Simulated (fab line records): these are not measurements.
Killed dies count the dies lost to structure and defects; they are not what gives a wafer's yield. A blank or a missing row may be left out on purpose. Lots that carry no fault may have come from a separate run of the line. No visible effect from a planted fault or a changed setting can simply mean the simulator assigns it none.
fab line records	flow nandHarc	part 1 of 2: steps 1 to 4 of 6
record: lots: 21	wafers: 63	lastDay: 24
route steps=1159 shown A_SGD_CUT@763 A_SLIT@795 A_WL_FILL@811
lots that met no fault: taken from a fault-free run of the same line
startH: the number of hours between the record's first day and the start of the first shown wafer of the lot	waitH: time in hours since the lot's previous step	" the same as in the row above	L1.1+2: several wafers, shown together as one row	- no value present, or no start provided	* or withheld: withheld	< > ~ a bound
route shown NAME@n: a module of which the file shows steps, and the number in the route of the first	usual: mean/standard deviation of fault-free wafers	same: alike in all rows	chamber/n: place in a boat	sites: per-site readings	_std_site: standard deviation of those values	_edge_site: inner sites' mean taken away from outer sites' mean	radiusMm: how far each site lies from the wafer's centre	mask NAME#n: copy n	behind: the tool/chamber that last shaped the wafer	hold: why the lot went on hold/how many hours it stayed there/how the hold came to an end	device: the n, p or np transistor that did not switch	end of line: tests of these same wafers at the route's end	a step with no rows: only its recipe	killed: the dies lost at the first sort to structure and to defects; this is not the yield of the wafer	map: per-die view of a wafer (x killed, . not killed, _ where there is no die)
set.NAME: the setting that was run; set.NAME@STEP: the one run at that earlier step	model.NAME: the simulator's own value behind a step, which no gauge read
route steps across a sampled set of lots; one table per step, one row per wafer
services: a tool's chamber out of use, with start hour (startH, from the record's first day; less than 0 if before it), hours out, and reason
== steps ==
step: NHARC_A_SGD_CUT_ETCH_59
recipe: targetDepthA: 2600	overEtchFrac: 0.25	timeS: 406.25	ionEnergyEv: 200	n2FlowSccm: 150	h2FlowSccm: 150	arFlowSccm: 0	rfW: 400	biasW: 150	chemistry: N2/H2
usual: drypumpMotorCurrentA: 5.9/0.53	oesProductAu: 1.000/0.0073	rfFwdPowerW: 399.2/1.2	rfVppV: 431.0/2.3	showerheadPlenumPTorr: 2.06/0.079	throttleValvePct: 14.171/0.0092
lot.wafer	tool	chamber	startH	waitH	drypumpMotorCurrentA	oesProductAu	rfFwdPowerW	rfHoursCounterH	rfVppV	showerheadPlenumPTorr	throttleValvePct
L074.2	rieDiel-06	2	-	-	6.3	0.991	400.5	7	432.9	2.13	14.191
L074.3	"	0	"	"	5.9	0.992	397.8	6	427.6	1.93	14.158
L074.5	"	1	"	"	5.5	0.996	402.0	-	431.4	2.03	14.178
L077.3	rieDiel-11	2	-	-	6.0	1.001	399.1	16	435.9	2.15	14.162
L077.4	"	0	"	"	6.4	0.989	400.8	16	427.4	1.96	14.176
L077.2	"	1	"	"	6.5	0.999	400.5	17	431.9	2.06	14.178
L078.3	rieDiel-01	0	-	-	6.5	1.006	398.5	1	433.0	2.10	14.186
L078.1	"	2	"	"	4.9	1.009	400.2	1	434.8	2.16	14.167
L078.2	"	3	"	"	6.6	1.010	398.9	1	432.0	2.08	14.167
L076.2	rieDiel-06	1	-	-	5.4	0.999	399.6	8	429.4	2.03	14.182
L076.1	"	0	"	"	5.9	1.009	399.7	7	428.5	1.93	14.176
L076.6	"	0	"	"	5.9	1.001	398.9	-	428.0	1.93	14.167
L081.2	rieDiel-06	2	-	-	6.4	1.004	400.1	10	433.3	2.13	14.179
L081.3	"	1	"	"	5.4	0.995	399.5	10	430.2	2.02	14.170
L081.5	"	2	"	"	6.4	1.005	398.0	-	433.1	2.13	14.184
L079.3	rieDiel-06	3	-	-	5.3	1.013	398.5	4	430.5	2.03	14.152
L079.4	"	0	"	"	5.9	0.994	400.0	10	426.6	1.93	14.173
L079.2	"	1	"	"	5.4	1.006	400.2	10	429.5	2.02	14.172
L082.3	rieDiel-01	0	-	-	6.5	0.992	398.5	3	433.1	2.10	14.168
L082.2	"	1	"	"	5.9	1.006	400.8	3	434.4	2.14	14.168
L082.5	"	3	"	"	6.6	1.009	399.5	-	431.7	2.08	14.180
L083.3	rieDiel-11	3	-	-	5.4	0.997	398.1	19	429.5	1.99	14.179
L083.2	"	1	"	"	6.6	0.986	400.6	20	433.1	2.06	14.177
L083.4	"	2	"	"	6.0	0.990	396.1	20	433.0	2.15	14.167
L084.2	rieDiel-01	0	-	-	6.5	0.993	398.0	4	432.6	2.10	14.187
L084.1	"	3	"	"	6.7	1.006	398.1	4	431.5	2.08	14.169
L084.6	"	1	"	"	5.9	1.005	398.9	-	432.9	2.14	14.173
L085.2	rieDiel-06	0	-	-	5.9	0.994	400.5	13	427.3	1.93	14.174
L085.3	"	1	"	"	5.4	0.997	399.9	13	429.8	2.02	14.175
L085.5	"	3	"	"	5.4	1.009	397.8	-	431.1	2.03	14.192
L087.2	rieDiel-11	0	-	-	6.4	0.991	399.3	2	429.3	1.95	14.166
L087.3	"	3	"	"	5.4	0.992	399.8	2	429.8	1.99	14.191
L087.5	"	0	"	"	6.4	0.997	399.7	-	428.7	1.95	14.183
L086.3	rieDiel-06	3	-	-	5.3	1.021	399.5	8	429.4	2.03	14.168
L086.6	"	0	"	"	5.9	1.007	398.7	-	426.8	1.93	14.165
L086.5	"	1	"	"	5.5	1.000	398.4	-	429.2	2.02	14.180
L089.3	rieDiel-06	3	-	-	5.4	0.998	398.4	8	430.0	2.03	14.167
L089.1	"	0	"	"	5.9	0.998	398.3	14	426.4	1.93	14.174
L089.2	"	2	"	"	6.4	0.995	400.3	14	430.9	2.13	14.179
L090.1	rieDiel-01	2	-	-	4.9	0.994	398.6	7	433.9	2.16	14.174
L090.6	"	1	"	"	5.9	0.992	397.7	-	433.8	2.14	14.181
L090.5	"	2	"	"	4.9	0.997	396.6	-	434.6	2.16	14.163
L091.2	rieDiel-11	0	-	-	6.5	0.991	397.7	5	429.3	1.95	14.172
L091.6	"	3	"	"	5.3	0.998	398.7	-	429.0	1.99	14.163
L091.5	"	0	"	"	6.4	0.993	397.6	-	428.3	1.95	14.182
L094.3	rieDiel-11	2	-	-	6.0	1.001	397.5	5	433.0	2.15	14.163
L094.2	"	0	"	"	6.4	1.002	399.2	6	426.9	1.95	14.188
L094.6	"	2	"	"	6.0	0.993	398.9	-	432.4	2.15	14.168
L092.1	rieDiel-01	0	-	-	6.5	1.002	397.3	9	431.1	2.10	14.187
L092.2	"	1	"	"	5.9	1.004	398.1	9	434.0	2.14	14.177
L092.4	"	3	"	"	6.6	1.013	400.9	8	431.5	2.08	14.175
L093.3	rieDiel-11	1	-	-	6.7	0.988	400.2	5	430.7	2.06	14.177
L093.5	"	2	"	"	6.0	0.994	398.4	-	433.2	2.15	14.182
L093.6	"	3	"	"	5.3	0.986	400.7	-	428.0	1.99	14.176
L097.1	rieDiel-06	2	-	-	6.4	0.997	397.9	1	434.2	2.13	14.175
L097.4	"	3	"	"	5.4	0.993	399.8	1	430.5	2.03	14.164
L097.2	"	0	"	"	5.9	0.995	397.7	1	426.3	1.93	14.168
L096.2	rieDiel-11	1	-	-	6.6	1.010	399.7	7	432.2	2.06	14.180
L096.3	"	3	"	"	5.3	0.998	399.4	8	429.8	1.99	14.172
L096.6	"	0	"	"	6.4	0.993	401.8	-	429.7	1.95	14.175
L095.1	rieDiel-11	0	-	-	6.4	0.994	398.0	9	429.0	1.95	14.182
L095.2	"	3	"	"	5.4	1.005	399.2	8	428.5	1.99	14.166
L095.5	"	0	"	"	6.4	0.989	396.5	-	427.1	1.95	14.156
step: NHARC_A_SLIT_ETCH_15
recipe: targetDepthA: 32000	overEtchFrac: 0.3	timeS: 832	ionEnergyEv: 150	o2FlowSccm: 400	cosFlowSccm: 20	arFlowSccm: 0	rfW: 500	biasW: 300	chemistry: O2/COS
usual: drypumpMotorCurrentA: 5.9/0.42	oesProductAu: 0.999/0.0071	rfFwdPowerW: 499.6/1.5	rfVppV: 314.8/1.9	showerheadPlenumPTorr: 3.17/0.12	throttleValvePct: 28.330/0.0096
lot.wafer	tool	chamber	startH	waitH	drypumpMotorCurrentA	oesProductAu	rfFwdPowerW	rfHoursCounterH	rfVppV	showerheadPlenumPTorr	throttleValvePct
L074.3	rieDiel-07	1	-	-	5.6	0.989	498.6	6	316.7	3.34	28.330
L074.2	"	3	"	"	5.8	1.010	503.2	6	315.3	3.16	28.337
L074.5	"	2	"	"	6.1	0.998	499.2	-	313.7	3.19	28.335
L076.1	rieDiel-08	3	-	-	5.9	1.004	498.0	3	317.8	3.34	28.332
L076.2	"	0	"	"	6.3	0.995	499.0	3	314.0	3.06	28.326
L076.6	"	3	"	"	6.0	0.999	501.7	-	316.2	3.34	28.336
L078.2	rieDiel-07	2	-	-	6.1	1.002	500.1	7	314.6	3.19	28.352
L078.3	"	3	"	"	5.8	1.002	501.4	6	315.6	3.16	28.318
L078.1	"	0	"	"	4.8	1.001	499.5	7	312.3	3.02	28.331
L077.2	rieDiel-13	2	-	-	6.0	0.981	499.8	4	310.0	2.93	28.330
L077.4	"	3	"	"	5.8	0.997	499.3	5	317.4	3.29	28.341
L077.3	"	0	"	"	6.3	0.999	499.1	5	313.0	3.11	28.319
L081.2	rieDiel-08	2	-	-	5.6	1.000	498.7	3	315.7	3.24	28.316
L081.3	"	3	"	"	5.9	1.000	502.7	3	318.8	3.34	28.331
L081.5	"	0	"	"	6.3	0.990	499.9	-	314.9	3.06	28.317
L079.3	rieDiel-07	2	-	-	6.1	0.999	498.4	8	315.1	3.18	28.322
L079.4	"	0	"	"	4.9	0.991	501.3	8	312.7	3.02	28.325
L079.2	"	1	"	"	5.6	1.000	502.0	9	315.8	3.34	28.323
L083.3	rieDiel-13	1	-	-	5.7	0.996	498.1	7	314.4	3.13	28.321
L083.4	"	2	"	"	5.9	0.994	500.3	7	311.9	2.93	28.338
L083.2	"	3	"	"	5.8	1.002	500.8	8	316.7	3.29	28.337
L082.3	rieDiel-07	0	-	-	4.8	1.002	498.0	9	311.2	3.02	28.345
L082.2	"	3	"	"	5.8	0.998	498.8	8	314.5	3.16	28.326
L082.5	"	1	"	"	5.6	0.990	499.9	-	316.9	3.34	28.330
L084.1	rieDiel-13	2	-	-	6.0	0.988	498.7	8	311.2	2.93	28.333
L084.2	"	3	"	"	5.8	1.010	500.2	8	316.0	3.28	28.337
L084.6	"	2	"	"	6.0	1.000	501.3	-	310.5	2.93	28.350
L085.3	rieDiel-13	3	-	-	5.8	1.005	499.0	9	317.2	3.28	28.324
L085.2	"	0	"	"	6.3	1.006	499.5	10	313.0	3.11	28.320
L085.5	"	0	"	"	6.3	1.017	501.7	-	313.4	3.11	28.334
L087.2	rieDiel-08	2	-	-	5.6	1.004	501.4	7	314.8	3.24	28.338
L087.3	"	0	"	"	6.3	1.000	499.2	7	313.1	3.06	28.344
L087.5	"	2	"	"	5.6	1.006	501.3	-	317.5	3.24	28.335
L086.3	rieDiel-13	0	-	-	6.3	1.002	499.6	12	312.7	3.11	28.328
L086.5	"	2	"	"	5.9	0.991	498.2	-	312.5	2.93	28.342
L086.6	"	3	"	"	5.8	0.998	499.2	-	316.3	3.28	28.320
L090.1	rieDiel-13	1	-	-	5.6	1.003	495.7	9	314.1	3.13	28.321
L090.5	"	0	"	"	6.3	1.003	496.5	-	315.4	3.11	28.334
L090.6	"	1	"	"	5.6	1.012	497.2	-	313.9	3.13	28.335
L089.1	rieDiel-07	0	-	-	4.9	1.006	500.4	1	312.4	3.02	28.336
L089.3	"	2	"	"	6.1	1.003	499.8	1	316.4	3.18	28.341
L089.2	"	3	"	"	5.8	0.990	501.4	1	315.3	3.16	28.344
L094.3	rieDiel-08	1	-	-	6.7	0.998	499.8	9	315.0	3.26	28.317
L094.2	"	0	"	"	6.3	0.986	499.6	9	313.2	3.06	28.315
L094.6	"	2	"	"	5.6	0.989	500.5	-	315.7	3.24	28.320
L091.2	rieDiel-07	0	-	-	4.8	1.003	500.4	1	312.2	3.02	28.345
L091.5	"	3	"	"	5.8	0.984	497.9	-	314.5	3.16	28.327
L091.6	"	0	"	"	4.8	0.994	500.2	-	313.8	3.02	28.318
L093.3	rieDiel-13	3	-	-	5.9	1.005	500.4	13	315.9	3.28	28.345
L093.6	"	1	"	"	5.6	0.994	502.7	-	313.4	3.13	28.319
L093.5	"	0	"	"	6.3	1.003	498.7	-	314.9	3.11	28.313
L092.2	rieDiel-08	1	-	-	6.7	1.000	499.7	10	315.5	3.26	28.331
L092.1	"	2	"	"	5.6	1.007	499.7	9	317.3	3.24	28.341
L092.4	"	2	"	"	5.6	1.000	499.5	-	316.4	3.24	28.318
L095.1	rieDiel-07	3	-	-	5.7	0.980	500.8	4	313.1	3.16	28.314
L095.2	"	2	"	"	6.1	0.997	498.3	4	314.5	3.18	28.336
L095.5	"	3	"	"	5.8	0.996	501.4	-	314.3	3.15	28.334
L097.1	rieDiel-08	3	-	-	5.9	1.006	498.0	9	318.0	3.33	28.330
L097.2	"	0	"	"	6.3	0.990	498.9	10	313.4	3.06	28.339
L097.4	"	1	"	"	6.7	1.013	499.8	11	317.6	3.26	28.343
L096.3	rieDiel-08	2	-	-	5.6	1.001	499.1	11	315.5	3.24	28.319
L096.2	"	0	"	"	6.3	1.008	501.0	10	313.5	3.06	28.324
L096.6	"	3	"	"	5.9	1.011	499.5	-	317.0	3.33	28.331
step: NHARC_A_SLIT_ETCH_29
recipe: targetDepthA: 1000	overetchA: 100	timeS: 55	ionEnergyEv: 100	cf4FlowSccm: 80	o2FlowSccm: 20	arFlowSccm: 0	rfW: 300	biasW: 100	chemistry: CF4/O2
usual: drypumpMotorCurrentA: 5.9/0.44	oesProductAu: 0.999/0.0075	rfFwdPowerW: 297.1/1.1	rfVppV: 198.6/1.4	showerheadPlenumPTorr: 1.36/0.052	throttleValvePct: 13.396/0.0084
lot.wafer	tool	chamber	startH	waitH	drypumpMotorCurrentA	oesProductAu	rfFwdPowerW	rfHoursCounterH	rfVppV	showerheadPlenumPTorr	throttleValvePct
L074.2	rieDiel-13	2	335.31	0.1	5.9	0.998	298.1	4	197.2	1.25	13.412
L074.3	"	1	"	"	5.6	1.000	298.2	2	197.6	1.34	13.398
L074.5	"	3	"	"	5.8	0.996	297.0	-	200.6	1.41	13.402
L077.2	rieDiel-08	1	345.15	0.1	6.6	1.011	296.2	3	198.6	1.40	13.399
L077.4	"	2	"	"	5.6	0.995	297.4	3	199.9	1.39	13.407
L077.3	"	0	"	"	6.3	0.995	296.9	3	198.9	1.31	13.386
L076.1	rieDiel-08	2	346.44	0.1	5.6	1.001	299.3	3	198.4	1.39	13.391
L076.2	"	0	"	"	6.3	0.987	296.3	3	198.1	1.31	13.399
L076.6	"	1	"	"	6.7	0.996	298.9	-	200.1	1.40	13.387
L078.1	rieDiel-07	1	346.83	0.1	5.6	1.001	298.3	7	200.2	1.43	13.405
L078.2	"	3	"	"	5.8	1.005	296.3	7	197.5	1.35	13.385
L078.3	"	0	"	"	4.8	1.004	297.2	7	198.7	1.29	13.396
L081.3	rieDiel-07	0	358.63	0.1	4.8	1.001	296.2	8	197.2	1.29	13.412
L081.2	"	1	"	"	5.6	0.994	297.4	8	198.4	1.43	13.392
L081.5	"	0	"	"	4.8	1.005	296.1	-	196.9	1.29	13.389
L079.2	rieDiel-07	1	367.11	0.1	5.6	1.001	298.0	9	199.8	1.43	13.380
L079.3	"	2	"	"	6.1	1.003	295.3	8	198.9	1.36	13.391
L079.4	"	0	"	"	4.9	1.005	295.8	8	196.8	1.29	13.403
L083.4	rieDiel-08	2	376.81	0.1	5.6	0.991	297.3	4	199.6	1.39	13.383
L083.2	"	3	"	"	5.9	1.001	296.6	5	200.6	1.43	13.393
L083.3	"	0	"	"	6.3	0.980	296.4	5	196.6	1.31	13.394
L082.3	rieDiel-07	2	377.82	0.1	6.1	0.995	296.7	9	199.4	1.36	13.390
L082.2	"	0	"	"	4.8	0.996	294.9	9	195.8	1.29	13.399
L082.5	"	2	"	"	6.1	1.000	296.4	-	199.2	1.36	13.400
L084.2	rieDiel-07	1	389.66	0.1	5.6	0.981	296.9	10	200.5	1.43	13.385
L084.1	"	3	"	"	5.8	0.986	296.7	9	198.1	1.35	13.394
L084.6	"	2	"	"	6.1	0.995	297.6	-	198.8	1.36	13.407
L085.3	rieDiel-07	2	400.87	0.1	6.0	0.994	296.9	10	199.0	1.36	13.397
L085.2	"	3	"	"	5.8	1.003	297.0	9	196.8	1.35	13.403
L085.5	"	1	"	"	5.6	0.993	295.3	-	199.6	1.43	13.390
L087.3	rieDiel-08	3	410.83	0.1	5.9	1.008	296.1	7	202.0	1.43	13.398
L087.2	"	1	"	"	6.7	1.018	297.0	7	199.3	1.39	13.393
L087.5	"	2	"	"	5.6	1.004	296.3	-	198.9	1.39	13.394
L086.3	rieDiel-13	0	412.61	0.1	6.3	0.996	298.3	12	197.6	1.33	13.412
L086.6	"	1	"	"	5.6	1.004	296.6	-	198.4	1.34	13.412
L086.5	"	2	"	"	6.0	0.994	298.1	-	195.7	1.25	13.394
L090.1	rieDiel-13	3	425.10	0.1	5.8	0.998	296.7	12	199.5	1.41	13.410
L090.6	"	3	"	"	5.8	1.004	295.5	-	197.4	1.41	13.406
L090.5	"	0	"	"	6.3	1.004	298.0	-	196.4	1.33	13.394
L089.3	rieDiel-08	0	426.78	0.1	6.3	0.997	294.8	9	197.3	1.31	13.405
L089.1	"	2	"	"	5.6	1.003	298.6	8	199.6	1.39	13.392
L089.2	"	3	"	"	5.9	1.007	297.1	8	200.1	1.43	13.395
L094.3	rieDiel-08	0	431.51	0.1	6.3	0.986	296.2	9	197.3	1.31	13.384
L094.2	"	2	"	"	5.6	0.997	297.3	9	199.6	1.39	13.393
L094.6	"	1	"	"	6.7	1.002	296.4	-	200.0	1.39	13.392
L091.2	rieDiel-13	1	433.22	0.1	5.6	0.994	299.7	10	197.6	1.34	13.386
L091.6	"	3	"	"	5.8	0.997	297.8	-	198.3	1.41	13.392
L091.5	"	0	"	"	6.2	0.992	297.4	-	196.2	1.33	13.401
L093.3	rieDiel-08	0	437.81	0.1	6.3	0.983	296.7	10	196.9	1.31	13.404
L093.5	"	0	"	"	6.3	0.995	295.7	-	197.7	1.31	13.384
L093.6	"	2	"	"	5.6	1.013	297.8	-	197.6	1.39	13.399
L092.1	rieDiel-07	3	437.92	0.1	5.8	0.999	297.4	2	198.9	1.35	13.410
L092.2	"	1	"	"	5.6	0.994	296.8	2	199.7	1.43	13.403
L092.4	"	1	"	"	5.6	1.011	296.6	-	200.2	1.43	13.402
L095.1	rieDiel-08	0	457.30	0.1	6.3	0.996	296.0	10	196.6	1.31	13.409
L095.2	"	1	"	"	6.7	1.015	297.5	11	199.3	1.39	13.406
L095.5	"	0	"	"	6.3	0.991	297.2	-	196.2	1.31	13.394
L097.1	rieDiel-07	2	457.30	0.1	6.0	1.002	296.2	4	200.3	1.36	13.397
L097.2	"	1	"	"	5.6	1.011	297.9	4	200.2	1.43	13.397
L097.4	"	2	"	"	6.0	1.007	297.5	-	197.8	1.36	13.401
L096.2	rieDiel-08	1	458.93	0.1	6.7	1.005	296.3	11	199.1	1.39	13.387
L096.3	"	0	"	"	6.3	0.985	295.3	11	196.4	1.31	13.405
L096.6	"	1	"	"	6.6	1.004	297.0	-	199.2	1.39	13.381
step: NHARC_A_WL_FILL_ALD_02
recipe: targetThkA: 20	pulseTimeS: 3	aldCycles: 100	tempC: 450	material: TiN
usual: heaterPowerW: 1109/78	precursorPulseHeightRel: 1.000/0.02
same: aldCycles: 100
lot.wafer	tool	chamber	startH	waitH	heaterPowerW	precursorPulseHeightRel
L074.3	aldMetal-04	2	344.46	0.2	1168	1.001
L074.2	"	0	"	"	1359	0.964
L074.5	"	1	"	"	1053	0.995
L077.3	aldMetal-02	2	353.83	0.1	1216	1.036
L077.4	"	3	"	"	986	1.016
L077.2	"	1	"	"	1067	1.028
L076.2	aldMetal-03	3	353.87	0.2	1092	1.012
L076.1	"	0	"	"	1114	0.974
L076.6	"	1	"	"	1064	1.026
L078.1	aldMetal-04	2	354.00	0.2	1167	0.985
L078.2	"	3	"	"	1052	0.997
L078.3	"	1	"	"	1085	0.996
L081.3	aldMetal-04	1	368.00	0.1	1029	0.994
L081.2	"	0	"	"	1355	0.995
L081.5	"	2	"	"	1179	0.983
L079.2	aldMetal-03	1	376.43	0.2	1071	0.980
L079.3	"	2	"	"	1148	1.020
L079.4	"	3	"	"	1104	0.975
L082.3	aldMetal-02	0	385.71	0.1	1035	0.984
L082.2	"	3	"	"	1003	1.009
L082.5	"	1	"	"	1035	0.987
L083.3	aldMetal-03	3	385.87	0.1	1080	0.973
L083.4	"	0	"	"	1104	0.997
L083.2	"	2	"	"	1126	0.969
L084.2	aldMetal-03	3	398.57	0.2	1090	1.001
L084.1	"	1	"	"	1043	0.963
L084.6	"	2	"	"	1107	0.975
L085.3	aldMetal-03	1	411.11	0.1	1108	1.024
L085.2	"	3	"	"	1092	0.990
L085.5	"	2	"	"	1138	0.975
L087.2	aldMetal-02	0	419.68	0.2	1009	1.003
L087.3	"	2	"	"	1280	0.980
L087.5	"	0	"	"	1056	1.006
L086.3	aldMetal-03	3	419.83	0.2	1102	1.016
L086.6	"	0	"	"	1099	0.994
L086.5	"	1	"	"	1068	1.009
L090.1	aldMetal-03	2	434.02	0.3	1139	0.961
L090.5	"	3	"	"	1114	0.988
L090.6	"	0	"	"	1117	1.008
L089.3	aldMetal-04	0	434.07	0.1	1271	1.007
L089.2	"	2	"	"	1182	1.009
L089.1	"	3	"	"	1077	0.990
L091.2	aldMetal-02	2	440.28	0.2	1242	0.995
L091.6	"	0	"	"	1066	1.010
L091.5	"	1	"	"	1051	1.017
L094.2	aldMetal-03	3	440.42	0.2	1095	1.009
L094.3	"	0	"	"	1113	1.006
L094.6	"	2	"	"	1130	0.991
L093.3	aldMetal-03	1	446.82	0.2	1036	0.979
L093.5	"	3	"	"	1089	1.010
L093.6	"	0	"	"	1096	0.990
L092.4	aldMetal-02	2	446.84	0.2	1290	1.024
L092.2	"	3	"	"	991	1.015
L092.1	"	0	"	"	1065	0.986
L097.1	aldMetal-02	3	466.09	0.2	984	0.985
L097.2	"	1	"	"	1065	1.018
L097.4	"	3	"	"	998	1.023
L096.3	aldMetal-03	1	466.26	0.1	1065	0.987
L096.2	"	3	"	"	1110	1.017
L096.6	"	1	"	"	1069	0.982
L095.1	aldMetal-04	0	466.43	0.2	1225	0.991
L095.2	"	2	"	"	1203	0.991
L095.5	"	0	"	"	1235	1.021
